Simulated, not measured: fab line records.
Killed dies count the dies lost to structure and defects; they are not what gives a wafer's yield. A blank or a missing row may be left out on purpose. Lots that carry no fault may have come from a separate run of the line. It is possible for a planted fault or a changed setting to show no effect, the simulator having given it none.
The tool behind it: which one? | flow n5Finfet | 27 wafers from 9 lots sampled at 5 of the route's 1938 steps

## WHAT EACH GAUGE READ, for each wafer
N5_BEOL_M4_RC_MEAS_101.
lot  | measured     | on        | DIBL_N (mV/V)
L317 | day 8 19:53  | prober-01 | 34.6 35.1 35.3
L318 | day 9 23:38  | prober-01 | 36.5 37.5 36.6
L324 | day 10 16:16 | prober-01 | 34.2 34.5 35.3
L326 | day 11 23:50 | prober-01 | 37.4 36.5 36.8
L329 | day 12 12:53 | prober-02 | 37.1 36.4 34.7
L331 | day 12 10:00 | prober-02 | 36.0 36.0 36.0
L333 | day 13 11:45 | prober-01 | 35.0 35.9 35.8
L337 | day 13 19:12 | prober-01 | 35.7 37.4 36.5
L338 | day 14 19:49 | prober-02 | 38.2 34.8 39.5

## WHICH TOOL RAN EACH LOT (tool, then ch and the chambers of the sampled wafers, then the start)
lot  | N5_HKMG_FIN_ETCH_67               | N5_HKMG_FIN_CMP_23            | N5_GATE_CUT_ETCH_56              | N5_GATE_CUT_STRIP_59
L317 | rieDiel-06 ch 1,2,3, day 4 19:11  | cmp-02 ch 0,1,2, day 4 20:28  | rieMetal-03 ch 1, day 4 21:20    | rieDiel-04 ch 0,1,2, day 4 21:36
L318 | rieDiel-01 ch 0,1,2, day 5 10:11  | cmp-03 ch 0,1,3, day 5 11:37  | rieMetal-03 ch 0,1, day 5 12:20  | rieDiel-05 ch 1,2,3, day 5 12:36
L324 | rieDiel-01 ch 2,3, day 6 15:16    | cmp-02 ch 0,1,2, day 6 16:43  | rieMetal-02 ch 0,1, day 6 17:25  | rieDiel-04 ch 0,1,2, day 6 17:52
L326 | rieDiel-03 ch 0,2,3, day 7 04:07  | cmp-02 ch 0,3, day 7 05:34    | rieMetal-03 ch 0,1, day 7 06:21  | rieDiel-04 ch 0,1,3, day 7 06:37
L329 | rieDiel-01 ch 1,2,3, day 7 18:21  | cmp-01 ch 0,1,3, day 7 19:38  | rieMetal-02 ch 0,1, day 7 20:30  | rieDiel-04 ch 0,1,2, day 7 20:46
L331 | rieDiel-03 ch 0,1,3, day 8 05:19  | cmp-03 ch 1,2, day 8 06:35    | rieMetal-02 ch 0,1, day 8 07:27  | rieDiel-04 ch 0,1,2, day 8 07:46
L333 | rieDiel-06 ch 1,2,3, day 8 19:42  | cmp-01 ch 0,1,3, day 8 21:04  | rieMetal-01 ch 0, day 8 21:51    | rieDiel-05 ch 1,2,3, day 8 22:08
L337 | rieDiel-01 ch 0,1,3, day 9 20:25  | cmp-01 ch 2,3, day 9 21:41    | rieMetal-02 ch 0, day 9 22:33    | rieDiel-02 ch 0,2, day 9 22:50
L338 | rieDiel-03 ch 0,1,2, day 10 02:19 | cmp-03 ch 1,2,3, day 10 03:47 | rieMetal-01 ch 0,1, day 10 04:29 | rieDiel-04 ch 0,1, day 10 04:47
- N5_HKMG_FIN_ETCH_67: etches SOC in N2/H2, stops on TiN, target depth 388.9 nm.
- N5_HKMG_FIN_CMP_23: polishes, stops on SiNx, t overpolish 10 s, target thk 46.326 nm.
- N5_GATE_CUT_ETCH_56: etches TiN in Cl2/Ar, target depth 21.6 nm.
- N5_GATE_CUT_STRIP_59: strips in N2/H2, time 20 s.

## THE ANSWER, worked out from the rows above alone
Rule: the lots themselves supply what counts as usual. Put in order of their means at a reading, lots are off if they are a third of the lots or fewer, leave a main group of 4 or more, and stand apart from it by a gap of 3 or more times the standard deviation of the main group's means; of several such gaps the widest counts. If all means in a main group match to the digits the tables above print for the reading, that group is not used. A lot without any number at a reading at which 4 lots or more have one is off too. Where the step has rows for the other lots, those lots are counted as sound.
Nothing can be told from this: no lot is off at any reading shown.

## WHAT THE SIMULATOR HAD INSERTED
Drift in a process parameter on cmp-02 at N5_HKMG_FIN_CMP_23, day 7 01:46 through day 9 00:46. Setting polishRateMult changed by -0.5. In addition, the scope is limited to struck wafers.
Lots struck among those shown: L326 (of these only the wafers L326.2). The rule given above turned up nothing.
